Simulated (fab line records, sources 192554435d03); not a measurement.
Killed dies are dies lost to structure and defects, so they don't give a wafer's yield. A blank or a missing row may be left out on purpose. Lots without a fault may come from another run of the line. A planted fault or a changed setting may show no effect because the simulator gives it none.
fab line records | flow n5_finfet
record lots=3 wafers=9 last_day=17
route steps=1938 shown BEOL_M4@1099 BEOL_M5@1112 BEOL_M11@1590 BEOL_M15@1830 PASSIVATION@1936
lots that met no fault: from a run of the same line without faults
start_h: hours from the record's first day to the start of the lot's first wafer shown | wait_h: hours since the lot's step before | " the same as in the row above | L1.1+2: a row that stands for several wafers | - no value, or no start given | * or withheld: withheld | < > ~ a bound
route shown NAME@n: a module of which the file shows steps, and the number in the route of the first | usual: mean/standard deviation of fault-free wafers | same: alike in all rows | chamber/n: place in a boat | sites: the reading at each site | _std_site: their standard deviation | _edge_site: outer sites' mean less inner sites' | radius_mm: how far each site lies from the wafer's centre | mask NAME#n: copy n | behind: the tool/chamber that last shaped the wafer | hold: why the lot was held/for how many hours/how that ended | device: the transistor (n, p or np) that didn't switch | end of line: the same wafers' tests at the end of the route | a step without rows: its recipe alone | killed: dies lost to structure and defects at the first sort, not the wafer's yield | map: a wafer's dies, x killed, . not, _ none there
set.NAME: the setting as run; set.NAME@STEP: as run at that earlier step | model.NAME: the simulator's own value behind a step, which no gauge read
lots at some steps of the route; a table a step, a row a wafer
services: from which hour (start_h, from the record's first day; less than 0 if before it) a tool's chamber was out of use, for how many hours, and why
## steps
# step N5_BEOL_M4_ANNEAL_95
# recipe temp_c=400 time_s=240 ambient=vacuum
# step N5_BEOL_M4_SPUTTER_96
# recipe material=Cu target_thk_a=45 temp_c=-20 chamber_pressure_pa=0.07 power_w=withheld time_s=8.29
# step N5_BEOL_M4_ECD_50
# recipe material=Cu target_thk_a=3000
# step N5_BEOL_M4_ANNEAL_51
# recipe temp_c=225 time_s=90 ambient=N2
# step N5_BEOL_M4_CMP_52
# recipe stop_on=SiOC t_overpolish_s=6.8 down_force_psi=1 platen_rpm=50 clearing_platen_down_force_psi=1.5 clearing_platen_rpm=50 post_cmp_clean=cu_alkaline target_thk_nm=40 clearing_platen_pad_velocity_m_s=0.99484 pad_velocity_m_s=0.99484
# step N5_BEOL_M4_PRE_CLEAN_60
# recipe gas=NH3/H2 time_s=15 temp_c=* rf_power_w=300
# step N5_BEOL_M4_CO_CAP_55
# recipe material=Co target_thk_a=20 temp_c=200 precursor=CCTBA/H2 pressure_torr=30 time_s=102.1
# step N5_BEOL_M4_PRE_CLEAN_56
# recipe gas=NH3 time_s=15 temp_c=withheld rf_power_w=300
# step N5_BEOL_M4_DEP_57
# recipe material=SiCN target_thk_a=80 temp_c=withheld precursor=3MS/NH3 pressure_torr=3 rf_w=202 time_s=14
# step N5_BEOL_M4_RC_MEAS_101
# usual DIBL_N=36.5/1.4 DIBL_P=36.5/1.6 IOFF_N=0.163/0.022 IOFF_P=0.219/0.029 ION_N=675/8.3 ION_P=464/6.2 SS_N=71.5/0.52 SS_P=73.4/0.57 VT_N=249.7/2.6 VT_P=-250/3
# columns lot.wafer tool chamber start_h wait_h DIBL_N[mV/V] DIBL_P[mV/V] IOFF_N[nA/um] IOFF_P[nA/um] ION_N[uA/um] ION_P[uA/um] SS_N[mV/dec] SS_P[mV/dec] VT_N[mV] VT_P[mV]
L105.1 prober-02 0 211.17 0.0 38.2 38.6 0.206 0.228 694 472 72.3 73.5 246.4 -249
L105.2 " 0 " " 37.8 38.0 0.199 0.217 683 460 72.3 73.4 246.4 -251
L105.3 " 0 " " 36.4 36.6 0.180 0.203 690 464 72.2 72.8 246.1 -251
L118.2 prober-02 0 272.07 0.2 37.1 37.8 0.176 0.255 689 472 71.9 74.0 248.2 -246
L118.3 " 0 " " 36.8 37.0 0.186 0.239 685 466 71.5 73.9 244.8 -247
L118.5 " 0 " " 37.0 37.2 0.177 0.246 686 472 72.0 73.8 248.6 -246
L123.4 prober-02 0 310.83 0.5 34.2 35.8 0.136 0.198 681 470 71.7 73.1 250.4 -252
L123.5 " 0 " " 34.4 36.2 0.140 0.202 674 467 71.6 72.8 251.3 -250
L123.6 " 0 " " 33.5 35.1 0.131 0.191 666 466 70.4 72.6 252.4 -252
# step N5_BEOL_M5_ILD_DEP_00
# recipe material=SiCOH_lowk target_thk_a=1406.4 temp_c=300 precursor=DEMS/porogen pressure_torr=5 rf_w=500 time_s=25.9
# step N5_BEOL_M5_CURE_79
# recipe temp_c=385 time_s=240 ambient=He/Ar material=SiCOH_lowk
# step N5_BEOL_M5_PECVD_70
# recipe material=SiO2 target_thk_a=160 temp_c=400 precursor=TEOS/O2 pressure_torr=5.5 rf_w=450 teos_flow_sccm=53.8 gas=O2 flow_sccm=3000 time_s=18
# step N5_BEOL_M5_HM_DEP_02
# recipe material=TiN target_thk_a=200 temp_c=25 chamber_pressure_pa=0.49996
# step N5_BEOL_M5_COAT_59
# recipe resist=SOC temp_c=250 time_s=60 spin_rpm=1500 resist_thk_nm=60
# step N5_BEOL_M5_COAT_60
# recipe resist=SiARC temp_c=220 time_s=60 spin_rpm=1500 resist_thk_nm=12
# step N5_BEOL_M5_COAT_71
# recipe resist=underlayer temp_c=205 time_s=60 spin_rpm=1500 resist_thk_nm=5
# step N5_BEOL_M5_COAT_05
# recipe resist=CAR-EUV spin_rpm=1500 resist_thk_nm=30
# step N5_BEOL_M5_EBR_07
# recipe solvent=PGMEA ebr_width_mm=1.5
# step N5_BEOL_M5_SOFTBAKE_06
# recipe temp_c=110 time_s=60 resist=CAR-EUV
# step N5_BEOL_M5_EXPOSE_08
# recipe mask_id=M5 na=0.33 source_shape=annular sigma_inner=0.4 sigma_outer=0.8 polarization=unpolarized target_cd_nm=28 dose_mj=35.75
# step N5_BEOL_M5_PEB_09
# recipe peb_temp_c=100 peb_time_s=60 resist=CAR-EUV
# step N5_BEOL_M5_DEVELOP_10
# recipe develop_time_s=30 developer=TMAH resist=CAR-EUV rinse_liquid=surfactant_rinse dry=air_spin dev_temp_c=23
# step N5_BEOL_M5_DESCUM_16
# recipe chemistry=O2 time_s=7 source_power_w=50 bias_power_w=20 pressure_mtorr=20 rf_frequency_hz=2.712e+07 temp_c=40 resist=CAR-EUV o2_flow_sccm=225
# step N5_BEOL_M5_ETCH_72
# recipe chemistry=N2/H2 target=underlayer target_depth_a=65 mask_material=CAR-EUV time_s=5.2 ion_energy_ev=200 pressure_mtorr=30 source_w=840 bias_w=150 n2_flow_sccm=200 h2_flow_sccm=200 ends=cleared
# step N5_BEOL_M5_ETCH_61
# recipe chemistry=CF4 target=SiARC target_depth_a=156 mask_material=CAR-EUV time_s=26 ion_energy_ev=80 pressure_mtorr=40 source_w=545 bias_w=36 Ar_flow_sccm=100 cf4_flow_sccm=100 ends=cleared
# step N5_BEOL_M5_ETCH_62
# recipe chemistry=N2/H2 target=SOC target_depth_a=750 overetch_a=150 mask_material=SiARC temp_c=40 time_s=112.5 ion_energy_ev=200 pressure_mtorr=30 source_w=840 bias_w=150 n2_flow_sccm=200 h2_flow_sccm=200
# step N5_BEOL_M5_STRIP_63
# recipe chemistry=N2/H2 temp_c=40 n2_flow_sccm=200 h2_flow_sccm=200 rf_frequency_hz=6e+07
# step N5_BEOL_M5_STRIP_73
# recipe chemistry=N2/H2 temp_c=40 n2_flow_sccm=200 h2_flow_sccm=200 rf_frequency_hz=6e+07
# step N5_BEOL_M5_STRIP_64
# recipe chemistry=CF4 resist=SiARC power_w=300 bias_power_w=75 pressure_mtorr=50 cf4_flow_sccm=150 rf_frequency_hz=6e+07
# step N5_BEOL_M5_HM_OPEN_17
# recipe chemistry=Cl2/BCl3 target_depth_a=200 overetch_a=60 target=TiN mask_material=SOC ion_energy_ev=150 pressure_mtorr=10 icp_w=1000 bias_w=126 Cl2_flow_sccm=53.25 bcl3_flow_sccm=21.75 Ar_flow_sccm=25
# step N5_BEOL_M5_STRIP_19
# recipe chemistry=O2 power_w=400 temp_c=40 pressure_mtorr=30 rf_frequency_hz=6e+07 bias_power_w=0 overash_fraction=0.2 o2_flow_sccm=225
# step N5_BEOL_M5_COAT_65
# recipe resist=SOC temp_c=250 time_s=60 spin_rpm=1500 resist_thk_nm=60
# step N5_BEOL_M5_COAT_66
# recipe resist=SiARC temp_c=220 time_s=60 spin_rpm=1500 resist_thk_nm=12
# step N5_BEOL_M11_ALD_74
# recipe material=TaN target_thk_a=20 temp_c=275 ald_precursor_family=PDMAT ald_co_reactant=NH3 pressure_torr=3 carrier_flow_sccm=1500 pulse_time_s=2 purge_time_s=3 co_reactant_purge_time_s=2 co_reactant_pulse_time_s=3 ald_cycles=40 precursor_vessel_temp_c=75 precursor_vessel_pressure_torr=26.25 precursor_vessel_carrier_sccm=1000
# usual ald_cycles=40/0 heater_power_w=425/49
# same co_reactant_purge_time_s=2
# columns lot.wafer tool chamber start_h wait_h ald_cycles heater_power_w since_wet_clean_h model.TaN_of_BEOL_M11_ALD_74.thk_nm
L105.1 ald_metal-04 1 268.40 0.1 40 455 3008 2
L105.2 " 2 " " 40 378 3008 2
L105.3 " 0 " " 40 462 3008 2
L118.2 ald_metal-04 2 332.81 0.0 14 391 3073 0.6
L118.3 " 0 " " 40 449 3073 2
L118.5 " 0 " " 40 458 - 2
L123.4 ald_metal-02 0 368.62 0.0 40 455 1570 2
L123.5 " 3 " " 40 453 - 2
L123.6 " 2 " " 40 343 - 2
# step N5_BEOL_M15_RC_MEAS_101
# usual etest_temp_c=25.01/0.11 COMB_M10=1.5e-11/3.5e-12 COMB_M11=1.5e-11/3.1e-12 COMB_M11_max_site=2.1e-11/5.1e-12 COMB_M12=6.1e-12/1.5e-12 COMB_M13=4.9e-12/1e-12 COMB_M14=3.6e-12/9.2e-13 COMB_M15=2.5e-12/7.2e-13 COMB_M5=3.6e-11/8.2e-12 COMB_M5_max_site=5.2e-11/1.3e-11 COMB_M6=2.4e-11/4.7e-12 COMB_M7=2.6e-11/5.5e-12 COMB_M8=2.5e-11/5.1e-12 COMB_M9=1.45e-11/2.6e-12 COMB_M9_max_site=2.1e-11/4.5e-12 SERP_M10=3.06/0.083 SERP_M10_max_site=3.15/0.091 SERP_M11=3.07/0.061 SERP_M11_max_site=3.17/0.069 SERP_M12=0.637/0.015 SERP_M13=0.308/0.0056 SERP_M14=0.160/0.0033 SERP_M5=38.7/1.3 SERP_M6=13.6/0.48 SERP_M7=13.8/0.4 SERP_M8=13.9/0.48 SERP_M9=3.05/0.063
# columns lot.wafer tool chamber start_h wait_h etest_temp_c COMB_M10[S/m] COMB_M11[S/m] COMB_M11_max_site[S/m] COMB_M12[S/m] COMB_M13[S/m] COMB_M14[S/m] COMB_M15[S/m] COMB_M5[S/m] COMB_M5_max_site[S/m] COMB_M6[S/m] COMB_M7[S/m] COMB_M8[S/m] COMB_M9[S/m] COMB_M9_max_site[S/m] SERP_M10[ohm/um] SERP_M10_max_site[ohm/um] SERP_M11[ohm/um] SERP_M11_max_site[ohm/um] SERP_M12[ohm/um] SERP_M13[ohm/um] SERP_M14[ohm/um] SERP_M5[ohm/um] SERP_M6[ohm/um] SERP_M7[ohm/um] SERP_M8[ohm/um] SERP_M9[ohm/um]
L105.1 prober-02 0 294.67 0.0 24.82 1.5e-11 1.5e-11 2e-11 6.3e-12 6.2e-12 5.4e-12 3.2e-12 2.8e-11 4.4e-11 2e-11 2.6e-11 2.7e-11 1.17e-11 1.6e-11 3.05 3.08 3.08 3.16 0.635 0.301 0.160 38.1 13.1 13.4 14.0 3.07
L105.2 " 0 " " 24.99 1.6e-11 1.5e-11 2.5e-11 6.1e-12 7e-12 4.7e-12 2.8e-12 3.2e-11 6.3e-11 2.1e-11 3.6e-11 2.4e-11 1.6e-11 2.9e-11 3.00 3.18 3.05 3.12 0.627 0.314 0.164 38.6 13.8 13.5 14.5 3.13
L105.3 " 0 " " 24.67 1.7e-11 1.6e-11 1.7e-11 5.2e-12 4.8e-12 5.4e-12 2.7e-12 2.6e-11 4.8e-11 2.1e-11 3.3e-11 2.3e-11 1.41e-11 1.8e-11 3.18 3.22 3.08 3.18 0.627 0.310 0.165 39.8 14.2 13.7 13.6 3.08
L118.2 prober-02 0 358.00 0.2 25.01 1.2e-11 4.29e-10 6.09e-10 9.2e-12 5.1e-12 3.5e-12 3e-12 2.7e-11 5.1e-11 2.1e-11 2.5e-11 2.7e-11 1.31e-11 1.8e-11 3.01 3.19 2.89 2.95 0.613 0.310 0.161 37.0 13.8 13.1 13.5 3.11
L118.3 " 0 " " 24.99 2.2e-11 1e-11 1.7e-11 6.1e-12 4.8e-12 4e-12 3.4e-12 2.9e-11 3.9e-11 2.1e-11 2.2e-11 2.3e-11 1.23e-11 1.7e-11 3.02 3.07 3.15 3.23 0.641 0.307 0.163 38.8 13.7 14.2 13.8 2.97
L118.5 " 0 " " 24.91 1.8e-11 9e-12 1.6e-11 6.8e-12 4.9e-12 3.7e-12 2.9e-12 5.2e-11 8.7e-11 2.6e-11 2.8e-11 3.1e-11 1.57e-11 2.5e-11 2.98 3.07 3.09 3.19 0.642 0.307 0.164 40.1 13.6 13.5 13.5 3.05
L123.4 prober-02 0 399.70 0.5 25.10 1.1e-11 1.3e-11 2e-11 5.7e-12 5.1e-12 5.6e-12 2.4e-12 4.3e-11 6.5e-11 2.2e-11 2e-11 2.7e-11 9.9e-12 1.6e-11 3.06 3.10 3.17 3.23 0.674 0.304 0.165 37.6 14.1 13.5 14.3 3.03
L123.5 " 0 " " 25.08 1.3e-11 1.4e-11 2e-11 5.6e-12 7e-12 5.6e-12 3.4e-12 2.4e-11 3.5e-11 2.5e-11 2.4e-11 3e-11 1.41e-11 1.8e-11 2.98 3.01 3.07 3.24 0.632 0.317 0.160 37.7 14.0 13.8 14.0 3.02
L123.6 " 0 " " 25.12 1.2e-11 1e-11 1.6e-11 8.5e-12 6.1e-12 4.4e-12 2.3e-12 3e-11 5.6e-11 2.3e-11 2.2e-11 2.2e-11 1.29e-11 2e-11 3.05 3.10 3.00 3.31 0.656 0.308 0.161 37.6 14.2 13.7 13.2 2.99
# sites COMB_M11 radius_mm=0,75,75,75,75,140,140,140,140
L105.1 1.7e-11 1.2e-11 1.4e-11 2e-11 1.5e-11 1.7e-11 1.2e-11 1.6e-11 1.1e-11
L118.2 3.02e-10 6.09e-10 4.29e-10 4.57e-10 4.01e-10 3.39e-10 3.24e-10 4.44e-10 4.53e-10
L123.4 2e-11 1.3e-11 1.4e-11 1e-11 1.1e-11 1.2e-11 1.9e-11 1.2e-11 1.6e-11
# sites SERP_M11 radius_mm=0,75,75,75,75,140,140,140,140
L105.1 3.08 3.07 3.12 3.15 3.13 3.08 3.07 3.16 3.04
L118.2 2.86 2.87 2.86 2.90 2.92 2.89 2.90 2.85 2.95
L123.4 3.18 3.23 3.15 3.17 3.22 3.20 3.10 3.09 3.12
# step N5_PASSIVATION_PROBE_49
# usual defect_limited_yield=91.2/1.6 killed_at_M0_to_M3=33/11 killed_at_M4_up=15/6.2 killed_at_contacts=15/7.1 killed_at_front_end=38/12 killed_at_other=4/3.5 killed_dies=104/19 killed_open=69/14 killed_short=34/8.5 sort_bin_4_leakage=0/0 sort_bin_5_function=5.2/0.99 sort_bin_6_memory=3.3/0.77 sort_n_pass=1076/19 sort_yield_pct=91.2/1.6
# same gross_dies=1180 killed_at_back_side=0 sort_bin_8_speed[%]=0
# columns lot.wafer tool chamber start_h wait_h defect_limited_yield[%] killed_at_M0_to_M3 killed_at_M4_up killed_at_contacts killed_at_front_end killed_at_other killed_dies killed_open killed_short sort_bin_4_leakage[%] sort_bin_5_function[%] sort_bin_6_memory[%] sort_n_pass sort_yield_pct[%]
L105.1 prober-01 - 311.10 0.0 90.4 35 10 19 48 1 113 78 34 0 5.8 3.5 1067 90.4
L105.2 prober-01 - 311.15 0.1 90.3 33 15 11 56 0 115 75 40 0 6.1 3.3 1065 90.3
L105.3 prober-01 - 311.20 0.1 92.3 26 5 20 39 1 91 62 29 0 5.0 2.4 1089 92.3
L118.2 prober-01 - 374.44 0.1 89.7 29 50 13 28 1 121 60 27 2.71 4.2 3.2 1059 89.7
L118.3 prober-01 - 374.49 0.1 90.7 47 9 24 26 4 110 75 35 0 5.4 3.5 1070 90.7
L118.5 prober-01 - 374.59 0.2 93.0 25 14 4 34 6 83 51 31 0 4.0 2.7 1097 93.0
L123.4 prober-02 - 416.95 0.2 89.7 49 19 13 40 0 121 85 35 0 5.6 4.3 1059 89.7
L123.5 prober-02 - 417.00 0.2 89.6 38 33 17 31 4 123 85 38 0 6.3 4.0 1057 89.6
L123.6 prober-02 - 417.05 0.3 90.2 35 29 14 35 3 116 76 39 0 6.3 3.2 1064 90.2
# killed by level:class
L105.1 STI_FIN_REVEAL:geometric_particle:open=14 MOL_CONTACT_COAG:geometric_particle:open=12 BEOL_M0_SAQP:geometric_particle:open=11 BEOL_M4:geometric_particle:open=8 BEOL_M0_SAQP:geometric_particle:short=8 MOL_CONTACT_COAG:geometric_particle:short=7 FIN_SAQP:geometric_particle:open=6 BEOL_M1:geometric_particle:open=5
L105.2 STI_FIN_REVEAL:geometric_particle:open=18 FIN_SAQP:geometric_particle:short=9 MOL_CONTACT_COAG:geometric_particle:open=9 BEOL_M0_SAQP:geometric_particle:short=8 BEOL_M3:geometric_particle:open=8 FIN_SAQP:geometric_particle:open=6 BEOL_M5:geometric_particle:open=6 BEOL_M0_SAQP:geometric_particle:open=5
L105.3 MOL_CONTACT_COAG:geometric_particle:open=17 FIN_SAQP:geometric_particle:open=9 BEOL_M3:geometric_particle:open=8 STI_FIN_REVEAL:geometric_particle:open=7 STARTING-WAFER:geometric_particle:open=5 STI_FIN_REVEAL:geometric_particle:short=5 BEOL_M0_SAQP:geometric_particle:short=5 BEOL_M0_SAQP:geometric_particle:open=5
L118.2 M11:area_ald=32 MOL_CONTACT_COAG:geometric_particle:open=10 BEOL_M2:geometric_particle:open=9 BEOL_M4:geometric_particle:open=7 FIN_SAQP:geometric_particle:short=7 FIN_SAQP:geometric_particle:open=6 BEOL_M0_SAQP:geometric_particle:open=5 BEOL_M1:geometric_particle:open=4
L118.3 MOL_CONTACT_COAG:geometric_particle:open=21 BEOL_M2:geometric_particle:open=18 BEOL_M1:geometric_particle:open=10 BEOL_M0_SAQP:geometric_particle:short=9 STARTING-WAFER:geometric_particle:short=8 BEOL_M4:geometric_particle:open=4 FIN_SAQP:geometric_particle:open=3 STI_FIN_REVEAL:geometric_particle:open=3
L118.5 BEOL_M0_SAQP:geometric_particle:open=6 BEOL_M4:geometric_particle:open=6 STARTING-WAFER:geometric_particle:open=6 BEOL_M2:geometric_particle:open=5 FIN_SAQP:geometric_particle:short=4 STI_FIN_REVEAL:geometric_particle:open=4 GATE_CUT:geometric_particle:short=4 BEOL_M0_SAQP:geometric_particle:short=4
L123.4 FIN_SAQP:geometric_particle:open=19 BEOL_M0_SAQP:geometric_particle:short=15 BEOL_M0_SAQP:geometric_particle:open=11 BEOL_M2:geometric_particle:open=11 BEOL_M4:geometric_particle:open=10 MOL_CONTACT_COAG:geometric_particle:open=8 BEOL_M1:geometric_particle:open=6 FIN_SAQP:geometric_particle:short=5
L123.5 BEOL_M4:geometric_particle:open=20 MOL_CONTACT_COAG:geometric_particle:open=12 BEOL_M2:geometric_particle:open=12 BEOL_M0_SAQP:geometric_particle:short=11 STI_FIN_REVEAL:geometric_particle:open=10 BEOL_M0_SAQP:geometric_particle:open=6 DUMMY_GATE:geometric_particle:open=5 MOL_CONTACT_COAG:geometric_particle:short=5
L123.6 BEOL_M4:geometric_particle:open=18 STI_FIN_REVEAL:geometric_particle:open=12 BEOL_M0_SAQP:geometric_particle:open=12 MOL_CONTACT_COAG:geometric_particle:open=8 BEOL_M0_SAQP:geometric_particle:short=8 BEOL_M1:geometric_particle:open=8 MOL_CONTACT_COAG:geometric_particle:short=6 BEOL_M4:geometric_particle:short=5
# map L118.2 (x killed, . not)
_________________.x..........________________
______________.................._____________
___________....x...................__________
__________..x....x............x....._________
________...x..xx.................x...x_______
_______...........x..........x.........______
______.......x..x.x.......x......x......_____
_____.............x..........xx..........____
____....................x..x..............___
___...............................x........__
___.x...........x..x.........x...x...x.....__
__x.x...x.....................x............._
__...............x.....x......x............._
_....x.................x.........x......xxx..
_..x...x...........x..x.........x............
_........................x..............x..x.
_.......x...............x.....x..............
_....x.....x..........x......................
_...........x.x.....x.....................x..
_..............................x..x.....x....
_..x...x................x....................
__x......x.......xx................x..x....._
__............x......x.x..x..x.............._
___x............xx..............xx.........__
___x..x..................xx......x.........__
____...........x.......x........x.........___
_____...x........x.x....x........x..xx...____
______.x.x..............x...x....x..x..._____
_______..x..x........................x.______
________..x....x............xx.......x_______
__________.................xx..x...._________
___________...x.......x.x..........__________
______________.......x.x........_____________
_________________x......x....________________
# map L105.2 (x killed, . not)
_________________.......x....________________
______________..............x..x_____________
___________..x..........x..........__________
__________.........................._________
________..............xx..........x.x._______
_______...............x................______
______...x.......x............x....x.x.._____
_____....x........xx.....................____
____..............xx....x.................___
___............x....x.x..x...x.............__
___.....x..x.x...x.................x...x.x.__
__......................xx.................._
__.x........................................_
_......................x...........x.........
_.......x...................x.......x........
_....x.x........x.....................x......
_......x......x........................x.....
_...x........x.......x.x......x...x..........
_x.x........x......x...x........x..x.........
_...x......x.x...........x.......x...x..x...x
_x.........................x....x.x..........
__......x...xx......x.......x..............._
__.............x......x..x..............x..._
___x.................x....x.x..x......x....__
___........x.....x...x.x.....x......x.x.x..__
____...............x.x....................___
_____x...............x...................____
______.......x..x.....xx..........x.x..._____
_______........x.......................______
________....xx........................_______
__________.....x..............x....._________
___________......x..x..............__________
______________.......x.........._____________
_________________.x..........________________
## services
# columns tool chamber start_h hours kind
ald_metal-02 - 259.49 14.6 pm
ald_metal-04 3 273.42 4.0 repair
ald_metal-02 3 294.29 7.3 repair
ald_metal-04 2 322.90 7.5 repair
ald_metal-02 - 327.46 0.6 repair
## key
first_sign step=N5_BEOL_M11_ALD_74 reading=ald_cycles direction=down sigmas=99+ usual=* struck=*
effect step=N5_BEOL_M15_RC_MEAS_101 reading=COMB_M11 direction=up sigmas=99+ usual=1.5e-11 struck=4.29e-10
effect step=N5_PASSIVATION_PROBE_49 reading=sort_bin_4_leakage direction=up sigmas=32 usual=0 struck=2.71
model_effect step=N5_BEOL_M11_ALD_74 value=TaN_of_BEOL_M11_ALD_74.thk_nm without=2 struck=0.6
more_kills_born_at N5_BEOL_M11_ALD_74@ald_metal-04=32
met_at N5_BEOL_M11_ALD_74
struck_wafers L118.2
onset_between 268.40 332.81
fault kind=process_parameter_drift tool=ald_metal-04 chamber=- onset_h=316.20 steps=N5_BEOL_M11_ALD_74 channel=ald_cycles offset=* shape=step end_h=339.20 scope=struck_wafers_only acts_in=* stated=*
